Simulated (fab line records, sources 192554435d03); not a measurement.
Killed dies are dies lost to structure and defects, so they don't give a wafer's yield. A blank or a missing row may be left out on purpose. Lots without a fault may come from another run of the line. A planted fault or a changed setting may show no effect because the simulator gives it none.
Split-lot experiment | flow n5_finfet | 7 lots, 21 wafers read, on a route of 1938 steps

THE SPLIT
At N5_BEOL_M8_TRENCH_ETCH_37 (etches SiCOH lowk in C4F6/O2, target depth 93.478 nm, time 31.2 s), the setting bias_w was moved away from the recipe's 185 W on 7 of the 21 wafers read, by -12.7% to +13.7%. The other wafers ran this setting at the recipe's value.

The reading is taken at the split's own step.

THE READING
rf_vpp_V, in V, at N5_BEOL_M8_TRENCH_ETCH_37 (etches SiCOH lowk in C4F6/O2, target depth 93.478 nm, time 31.2 s). Fault-free wafers of this fab line usually give 665 V, standard deviation 10 V.

wafer  | tool, chamber at the split | bias_w as run, W | against the recipe | rf_vpp_V, V | against lot-mates on the recipe
L078.2 | rie_diel-06, 3             | 185              | recipe             | 680         | -
L078.5 | rie_diel-06, 2             | 185              | recipe             | 666         | -
L078.6 | rie_diel-06, 1             | 185              | recipe             | 666         | -
L081.1 | rie_diel-01, 3             | 210.4            | +13.7%             | 742         | +94
L081.4 | rie_diel-01, 1             | 185              | recipe             | 648         | -
L081.5 | rie_diel-01, 0             | 210.4            | +13.7%             | 730         | +82
L083.1 | rie_diel-06, 2             | 185              | recipe             | 667         | -
L083.2 | rie_diel-06, 1             | 185              | recipe             | 666         | -
L083.3 | rie_diel-06, 0             | 185              | recipe             | 659         | -
L089.2 | rie_diel-06, 1             | 168.9            | -8.7%              | 621         | -39
L089.3 | rie_diel-06, 0             | 168.9            | -8.7%              | 613         | -47
L089.5 | rie_diel-06, 0             | 185              | recipe             | 660         | -
L088.4 | rie_diel-06, 3             | 161.5            | -12.7%             | 611         | -49
L088.5 | rie_diel-06, 3             | 161.5            | -12.7%             | 608         | -52
L088.6 | rie_diel-06, 0             | 185              | recipe             | 660         | -
L090.1 | rie_diel-06, 1             | 185              | recipe             | 665         | -
L090.2 | rie_diel-06, 3             | 185              | recipe             | 680         | -
L090.4 | rie_diel-06, 0             | 185              | recipe             | 658         | -
L093.1 | rie_diel-05, 1             | 185              | recipe             | 659         | -
L093.2 | rie_diel-05, 2             | 185              | recipe             | 688         | -
L093.6 | rie_diel-05, 3             | 172.3            | -6.9%              | 613         | -60

THE FIT
A straight line over all 21 wafers: rf_vpp_V changes by +5.08 V for each +1% of bias_w; r = +0.96; the points scatter about the line by 10 V.
The same after taking each lot's own level away (the mean of its wafers on the recipe; 21 wafers): +5.47 V for each +1%; r = +0.96; scatter 11 V.
On that fit, the largest move of bias_w shifts the reading by 75 V.
The lots' own levels span 648.0 to 673.5 V, that is 2.5 times the standard deviation above.
So the lot-to-lot level changes the slope little: the two slopes agree.
Check: with one of the wafers moved furthest among these (+13.7%) left out of the fit, the line predicts +70.5 V for it against its lot-mates. It came out at +94 V against them.
Tool readings at the split's step, against how far the setting was moved: rf_vpp_V r = +0.96.

OTHER SPLITS ON THESE WAFERS
These wafers also went through other splits before the reading. Each is held against what the fit with the lots' levels taken away leaves over:
other split on the same wafers    | wafers away from the commonest value | r with rf_vpp_V (lot level and that fit taken away)
N5_BEOL_M8_HM_DEP_02 target_thk_a | 7                                    | -0.10

THE FILE'S OWN FIT
rf_vpp_V changes by +5.6 V for each +1% of bias_w, r = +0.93.
